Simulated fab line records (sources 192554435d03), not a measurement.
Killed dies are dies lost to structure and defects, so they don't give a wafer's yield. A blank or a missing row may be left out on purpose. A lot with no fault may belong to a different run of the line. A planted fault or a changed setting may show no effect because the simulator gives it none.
Split-lot study | flow n5 finfet | 21 wafers read across 7 lots, on a route 1938 steps long

== ABOUT THE SPLIT ==
At N5_BEOL_M0_CUTY_ETCH_63 (etches SOC in N2/H2, target depth 82.7 nm, overetch 16.5 nm, time 124 s), the setting time s was moved away from the recipe's 124 s on 9 of the 21 wafers read, by -22.5% to +21.3%. All remaining wafers had this setting at the recipe value.

== FROM THE SPLIT TO THE READING: what the file shows between them, 2 steps ==
- N5_BEOL_M0_CUTY_STRIP_64: strips in N2/H2
- N5_BEOL_M0_ETCH_138: etches SiCN in CH3F/O2, target depth 12 nm, time 31.6 s

== THE READING ==
SiO2_of_BEOL_M0_SAQP_SPACER2_ALD_26.thk nm (the simulator's own value, which no gauge read), in nm, at N5_BEOL_M0_HM_OPEN_105 (chemistry Cl2/BCl3, target TiN, target depth 12 nm). There is no usual value for it anywhere in the file. Across the 12 wafers here that went through the recipe, the average is 2.8 nm and the standard deviation 0.14 nm.

wafer  | tool, chamber at the split | time s as run, s | against the recipe | SiO2_of_BEOL_M0_SAQP_SPACER2_ALD_26.thk nm, nm | against lot-mates on the recipe
L074.4 | rie diel-04, 3             | 104.2            | -16.0%             | 3.4                                            | +0.3
L074.5 | rie diel-04, 1             | 124              | recipe             | 3                                              | -
L074.6 | rie diel-04, 0             | 124              | recipe             | 3.2                                            | -
L081.1 | rie diel-01, 3,1           | 99.57            | -19.7%             | 3.4                                            | +0.6
L081.5 | rie diel-01, 2             | 124              | recipe             | 2.8                                            | -
L081.6 | rie diel-01, 3,1           | 99.57            | -19.7%             | 3.2                                            | +0.4
L084.2 | rie diel-01, 0             | 101.3            | -18.3%             | 3.4                                            | +0.6
L084.4 | rie diel-01, 2,3           | 124              | recipe             | 2.8                                            | -
L084.6 | rie diel-01, 2,3           | 124              | recipe             | 2.8                                            | -
L086.2 | rie diel-04, 0,3           | 124              | recipe             | 2.8                                            | -
L086.3 | rie diel-04, 0,3           | 124              | recipe             | 2.8                                            | -
L086.4 | rie diel-04, 1             | 124              | recipe             | 2.8                                            | -
L088.2 | rie diel-04, 3,1           | 124              | recipe             | 2.8                                            | -
L088.6 | rie diel-04, 3,1           | 124              | recipe             | 2.8                                            | -
L088.4 | rie diel-04, 1             | 96.13            | -22.5%             | 3.4                                            | +0.6
L093.1 | rie diel-01, 2,3           | 150.4            | +21.3%             | 2                                              | -0.8
L093.3 | rie diel-01, 2,3           | 150.4            | +21.3%             | 2                                              | -0.8
L093.2 | rie diel-01, 1             | 124              | recipe             | 2.8                                            | -
L094.2 | rie diel-03, 1             | 99.35            | -19.9%             | 3.6                                            | +1.0
L094.3 | rie diel-03, 2             | 99.35            | -19.9%             | 3.6                                            | +1.0
L094.4 | rie diel-03, 1             | 124              | recipe             | 2.6                                            | -
Rows listing several chambers each stand for several wafers; the file does not say which wafer went through which chamber.

THE FIT
A straight line over all 21 wafers: SiO2_of_BEOL_M0_SAQP_SPACER2_ALD_26.thk nm changes by -0.0334 nm for each +1% of time s; r = -0.95; the points scatter about the line by 0.14 nm.
The same after taking each lot's own level away (the mean of its wafers on the recipe; 21 wafers): -0.0348 nm for each +1%; r = -0.95; scatter 0.15 nm.
On that fit, the largest move of time s shifts the reading by 0.78 nm.
The span of the lots' own levels, 2.60 to 3.10 nm, comes to 3.6 times the standard deviation stated above.
So the lot-to-lot level changes the slope little: the two slopes agree.
Check: with one of the wafers moved furthest among these (-22.5%) left out of the fit, the line predicts +0.796 nm for it against its lot-mates. Against them it came out at +0.6 nm.

== THESE WAFERS: OTHER SPLITS ==
Other splits were also applied to these wafers ahead of the reading. Each is held against what the fit with the lots' levels taken away leaves over:
other split on the same wafers           | wafers away from the commonest value | r with SiO2_of_BEOL_M0_SAQP_SPACER2_ALD_26.thk nm (lot level and that fit taken away)
N5_MOL_CONTACT_COAG_COAT_75 spin rpm     | 5                                    | +0.14
N5_MOL_CONTACT_COAG_VIA_ETCH_117 bias w  | 6                                    | -0.01
N5_MOL_CONTACT_COAG_CVD_140 target thk a | 9                                    | -0.16

== THE WHOLE CHAIN: every reading that the file lists as answering this split, in the file's order ==
step                    | what it does                                                            | reading                                                                                     | change (the file's fit)                | r (the file's)
N5_BEOL_M0_CUTY_ETCH_63 | etches SOC in N2/H2, target depth 82.7 nm, overetch 16.5 nm, time 124 s | SiO2_of_BEOL_M0_SAQP_SPACER2_ALD_26.thk nm (the simulator's own value, which no gauge read) | -0.0342 nm for each +1% of the setting | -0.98
N5_BEOL_M0_ETCH_138     | etches SiCN in CH3F/O2, target depth 12 nm, time 31.6 s                 | SiO2_of_BEOL_M0_SAQP_SPACER2_ALD_26.thk nm (the simulator's own value, which no gauge read) | -0.0351 nm for each +1% of the setting | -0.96
N5_BEOL_M0_HM_OPEN_105  | chemistry Cl2/BCl3, target TiN, target depth 12 nm                      | SiO2_of_BEOL_M0_SAQP_SPACER2_ALD_26.thk nm (the simulator's own value, which no gauge read) | -0.0326 nm for each +1% of the setting | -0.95

== FILE'S OWN FIT ==
SiO2_of_BEOL_M0_SAQP_SPACER2_ALD_26.thk nm changes by -0.0326 nm for each +1% of time s, r = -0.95.
